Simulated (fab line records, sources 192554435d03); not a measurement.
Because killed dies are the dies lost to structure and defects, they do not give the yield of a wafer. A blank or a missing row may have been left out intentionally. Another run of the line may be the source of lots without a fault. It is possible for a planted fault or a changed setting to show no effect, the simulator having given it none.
What tool caused it?    flow n5Finfet    24 lots with 72 wafers sampled at 3 steps, on a route of 1938 steps

WHAT THE GAUGES SHOWED, per wafer
N5_BEOL_M12_INSPECT_55: inspects for defects (darkfield). Usual: rawDefectCount 73, standard deviation 26.
lot   measured      on                rawDefectCount  flag
L074  day 11 13:20  defectInspect-01  48 57 65        
L075  day 11 19:47  defectInspect-02  97 97 137       
L076  day 12 00:20  defectInspect-02  83 58 115       
L079  day 12 05:49  defectInspect-02  50 45 45        
L078  day 12 06:05  defectInspect-01  53 65 65        
L077  day 12 12:01  defectInspect-02  84 51 55        
L080  day 12 23:20  defectInspect-02  96 105 53       
L083  day 13 05:56  defectInspect-02  76 93 124       
L081  day 13 08:23  defectInspect-01  94 98 117       
L082  day 13 09:37  defectInspect-02  95 97 75        
L084  day 13 16:11  defectInspect-02  59 101 93       
L085  day 14 00:46  defectInspect-01  50 76 65        
L087  day 14 13:20  defectInspect-02  51 81 77        
L086  day 14 22:18  defectInspect-01  48 68 51        
L089  day 15 03:58  defectInspect-02  69 58 43        
L088  day 15 07:59  defectInspect-01  61 73 38        
L091  day 15 10:18  defectInspect-01  40 42 37        
L090  day 15 13:21  defectInspect-01  123 93 93       
L093  day 15 20:45  defectInspect-01  80 136 105      
L092  day 16 11:47  defectInspect-01  89 105 88       
L094  day 16 21:35  defectInspect-02  68 61 41        
L095  day 17 01:26  defectInspect-02  85 158 62       
L096  day 17 04:49  defectInspect-01  50 53 54        
L097  day 17 07:35  defectInspect-01  90 103 74       

N5_BEOL_M13_THK_MEAS_01. Usual: for M13_ILD_THK the level is 837 nm and the standard deviation is 10.
lot   measured      on            M13_ILD_THK (nm)  flag
L074  day 11 13:32  filmMetro-02  839 837 853       
L075  day 11 19:58  filmMetro-01  843 839 867       
L076  day 12 00:31  filmMetro-01  846 836 852       
L079  day 12 06:00  filmMetro-01  839 846 843       
L078  day 12 06:16  filmMetro-02  831 837 837       
L077  day 12 12:13  filmMetro-01  832 816 833       
L080  day 12 23:31  filmMetro-01  841 841 838       
L083  day 13 06:07  filmMetro-02  815 831 827       
L081  day 13 08:38  filmMetro-01  834 853 851       
L082  day 13 09:52  filmMetro-01  827 840 837       
L084  day 13 16:22  filmMetro-02  845 834 841       
L085  day 14 00:57  filmMetro-02  829 837 845       
L087  day 14 13:32  filmMetro-02  821 829 831       
L086  day 14 22:29  filmMetro-02  832 827 843       
L089  day 15 04:13  filmMetro-02  833 850 848       
L088  day 15 08:11  filmMetro-02  823 828 828       
L091  day 15 10:29  filmMetro-01  834 837 856       
L090  day 15 13:36  filmMetro-02  818 836 835       
L093  day 15 21:00  filmMetro-01  825 844 834       
L092  day 16 11:59  filmMetro-01  825 846 846       
L094  day 16 21:47  filmMetro-01  837 856 854       
L095  day 17 01:38  filmMetro-02  830 845 860       
L096  day 17 05:00  filmMetro-02  828 848 839       
L097  day 17 07:50  filmMetro-01  825 832 827       

N5_BEOL_M13_CD_MEAS_10: the cd target is 190 nm. Usual: cdNm 190.2 nm, standard deviation 0.97.
lot   measured      on        cdNm (nm)          flag
L074  day 11 13:58  cdSem-03  190.3 189.8 190.4  
L075  day 11 20:17  cdSem-01  190.3 189.9 190.5  
L076  day 12 00:56  cdSem-01  191.2 190.5 190.7  
L079  day 12 06:18  cdSem-01  189.1 188.8 190.3  
L078  day 12 06:42  cdSem-01  191.1 190.4 190.6  
L077  day 12 12:38  cdSem-01  189.5 190.6 189.1  
L080  day 12 23:50  cdSem-01  189.0 189.6 189.1  
L083  day 13 06:25  cdSem-02  190.2 188.7 188.4  
L081  day 13 09:03  cdSem-02  189.9 190.2 190.7  
L082  day 13 10:18  cdSem-03  189.6 189.8 190.1  
L084  day 13 16:48  cdSem-02  191.0 189.5 189.8  
L085  day 14 01:23  cdSem-03  188.3 189.2 188.6  
L087  day 14 13:58  cdSem-02  191.0 191.1 191.4  
L086  day 14 22:47  cdSem-01  190.6 190.8 191.3  
L089  day 15 04:31  cdSem-01  190.9 190.3 190.6  
L088  day 15 08:29  cdSem-01  188.5 189.2 189.4  
L091  day 15 10:55  cdSem-02  190.4 191.1 190.1  
L090  day 15 13:54  cdSem-01  190.4 190.4 191.6  
L093  day 15 21:26  cdSem-01  188.6 189.1 189.8  
L092  day 16 12:25  cdSem-03  190.4 188.8 188.9  
L094  day 16 22:13  cdSem-01  190.9 191.8 191.0  
L095  day 17 02:04  cdSem-03  190.2 189.3 190.5  
L096  day 17 05:26  cdSem-01  192.0 192.6 192.1  
L097  day 17 08:16  cdSem-01  189.9 191.1 189.6  

WHAT TOOL EACH LOT RAN ON (gives the tool, then ch and the chambers of the sampled wafers, and finally the start)
The record holds no process step before these readings.

WHAT THE TOOLS THEMSELVES READ (means of the sampled wafers that have a number; where no wafer has one, the mark that the record gives instead)
The record holds no such reading with a usual standard deviation.

THE ANSWER, worked out from the rows above alone
Rule: lot off if the mean of its wafers having a number is beyond 3 standard deviations from the usual mean. Also off: a lot with no number at a reading for which 4 or more lots have one. All remaining lots with rows at the step are treated as sound. Order of review: gauges by route order, followed by the tools' own readings, for which a lot's mean as printed above is used. At the first step where some lot is off, the reading lying furthest off is the one used; lots without a number count as furthest.
None of the lots is off at any reading shown; this tells nothing.

WHAT THE SIMULATOR PUT IN
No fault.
